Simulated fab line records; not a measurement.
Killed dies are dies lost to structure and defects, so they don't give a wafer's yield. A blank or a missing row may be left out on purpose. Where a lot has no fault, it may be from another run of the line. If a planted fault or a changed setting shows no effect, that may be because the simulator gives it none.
A lot that was struck, set against a sound lot :: flow n5 finfet :: 19 out of 1938 route steps
Sound: the wafers L122.1, L122.4, L122.5. Struck: wafer L134.3 (L134.2, L134.6, from the same lot, were not struck and are left out); the cause is given at the end.
At each step with rows: each side's tool, then ch and its chambers, then its first start. Under that, the readings that differ: sound wafers :: struck wafers :: difference of the means :: sigmas: that difference in standard deviations of wafers without a fault.
alike: readings with means less than 2 such deviations apart, plus words and numbers identical on both sides. not compared: withheld readings, readings lacking a value on some wafer, bounds such as >300 that could conceal the same value, and numbers that have no deviation in the record and whose values overlap.
Wherever a step has rows on one side only, a row that says differs or no value, or a row with sigmas, the two part there. Numbers that have no deviation but don't overlap get no sigmas and don't part them. A reading that every wafer of one side lacks parts them only if that side has two wafers or more.

first, 7 steps without rows for these wafers: N5_BEOL_M0_CUTY_COAT_50 (time 60 s, resist thk 15 nm); N5_BEOL_M0_CUTY_COAT_51 (resist thk 150 nm); N5_BEOL_M0_CUTY_EBR_52; N5_BEOL_M0_CUTY_SOFTBAKE_53 (time 60 s); N5_BEOL_M0_CUTY_EXPOSE_54 (exposes mask M0 ABLK); N5_BEOL_M0_CUTY_PEB_55 (peb time 60 s); N5_BEOL_M0_CUTY_DEVELOP_56 (develop time 30 s).
N5_BEOL_M0_CUTY_CD_MEAS_57: the cd target is 200 nm.
  sound on cd sem-01 ch 0, day 6 06:33; struck on cd sem-03 ch 0, day 9 07:47
  alike: cd nm
N5_BEOL_M0_CUTY_OVL_MEAS_58:
  sound on overlay-02 ch 0, day 6 06:35; struck on overlay-01 ch 0, day 9 07:48
  alike: M0_ABLK_OVL
N5_BEOL_M0_CUTY_INSPECT_59: inspects for defects (macro).
  sound: defect inspect-02 at day 6 06:36; struck: defect inspect-02 at day 9 07:50
  alike: raw defect count
N5_BEOL_M0_CUTY_DESCUM_61: chemistry O2, time 7.9 s.
  sound on rie diel-06 ch 0,3, day 6 06:38; struck on rie diel-02 ch 2, day 9 07:54
reading: bias power w (W)
sound: 20.02 19.95 20.00
struck: 20.13
difference: +0.14
sigmas: +2
  alike: drypump motor current A, oes product au, rf vpp V, showerhead plenum p Torr, temp c, throttle valve pct
  not compared: rf hours counter h
N5_BEOL_M0_CUTY_ETCH_62: etches SiARC in CF4, time 58.5 s.
  sound on rie diel-06 ch 0,3, day 6 06:40; struck on rie diel-02 ch 2, day 9 07:56
  alike: bias w, cf4 flow sccm, drypump motor current A, etch rf on time s, oes product au, rf vpp V, showerhead plenum p Torr, throttle valve pct
  not compared: rf hours counter h
N5_BEOL_M0_CUTY_ETCH_63: etches SOC in N2/H2, target depth 82.7 nm, overetch 16.5 nm, time 124 s.
  sound on rie diel-06 ch 0,3, day 6 06:43; struck on rie diel-02 ch 2, day 9 07:59
reading: throttle valve pct (%)
sound: 17.4 17.9 17.4
struck: 18.2
difference: +0.6
sigmas: +2

reading: model.SiO2_of_BEOL_M0_SAQP_SPACER2_ALD_26.thk nm (nm)
sound: 7.2 7 7.4
struck: 7.8
difference: +0.6
sigmas: 
  alike: drypump motor current A, oes product au, rf vpp V, showerhead plenum p Torr, temp c
  not compared: bias w, rf hours counter h
then, 1 step without rows for these wafers: N5_BEOL_M0_CUTY_STRIP_64 (strips in N2/H2).
N5_BEOL_M0_ETCH_138: etches SiCN in CH3F/O2, target depth 12 nm, time 31.6 s.
  sound on rie diel-06 ch 0,3, day 6 06:50; struck on rie diel-02 ch 2, day 9 08:06
reading: etch rf on time s (s)
sound: 32.0 32.5 31.3
struck: 28.1
difference: -3.8
sigmas: -4
  alike: bias w, drypump motor current A, oes product au, rf vpp V, showerhead plenum p Torr, throttle valve pct
  not compared: rf hours counter h
N5_BEOL_M0_HM_OPEN_105: chemistry Cl2/BCl3, target TiN, target depth 12 nm.
  sound on rie metal-01 ch 0,1, day 6 08:13; struck on rie metal-01 ch 0, day 9 08:12
reading: bias w (W)
sound: 125.4 126.0 126.3
struck: 126.7
difference: +0.8
sigmas: +2

reading: oes_ar_750_au (a.u.)
sound: 0.90 0.58 0.59
struck: 0.96
difference: +0.27
sigmas: +2

reading: oes product au (a.u.)
sound: 0.90 0.58 0.59
struck: 0.98
difference: +0.29
sigmas: +2

reading: model.SiO2_of_BEOL_M0_SAQP_SPACER2_ALD_26.thk nm (nm)
sound: 2.8 2.6 2.8
struck: 3.6
difference: +0.9
sigmas: 
  alike: drypump motor current A, throttle valve pct
  not compared: rf hours counter h
N5_BEOL_M0_STRIP_140: strips in CF4.
  sound on rie diel-02 ch 0,1, day 6 08:25; struck on rie diel-06 ch 3, day 9 08:23
  alike: bias power w, cf4 flow sccm, drypump motor current A, oes product au, rf vpp V, showerhead plenum p Torr, throttle valve pct
  not compared: rf hours counter h
N5_BEOL_M4_RC_MEAS_101:
  sound on prober-02 ch 0, day 8 14:47; struck on prober-02 ch 0, day 11 03:17
reading: IOFF_N (nA/um)
sound: 0.29 0.15 0.26
struck: 0.12
difference: -0.11
sigmas: -2

reading: IOFF_P (nA/um)
sound: 0.31 0.20 0.31
struck: 0.16
difference: -0.11
sigmas: -2

reading: VT_N (mV)
sound: 235 251 242
struck: 253
difference: +10
sigmas: +2

reading: VT_P (mV)
sound: -243 -253 -246
struck: -256
difference: -9
sigmas: -2
  alike: DIBL_N, DIBL_P, ION_N, ION_P, SS_N, SS_P
-- here the record skips 5 days between the struck wafers' starts before and after, leaving off in module BEOL_M4 and picking up in module PASSIVATION (first step shown: number 1936 of the route) --
N5_PASSIVATION_PROBE_49:
  the record has rows for the struck wafers here (prober-01, day 15 18:23) and none for the sound ones

WHERE THEY PART
Earliest at N5_BEOL_M0_CUTY_DESCUM_61; latest, in this record, at N5_PASSIVATION_PROBE_49.

WHY: whatever the simulator had introduced
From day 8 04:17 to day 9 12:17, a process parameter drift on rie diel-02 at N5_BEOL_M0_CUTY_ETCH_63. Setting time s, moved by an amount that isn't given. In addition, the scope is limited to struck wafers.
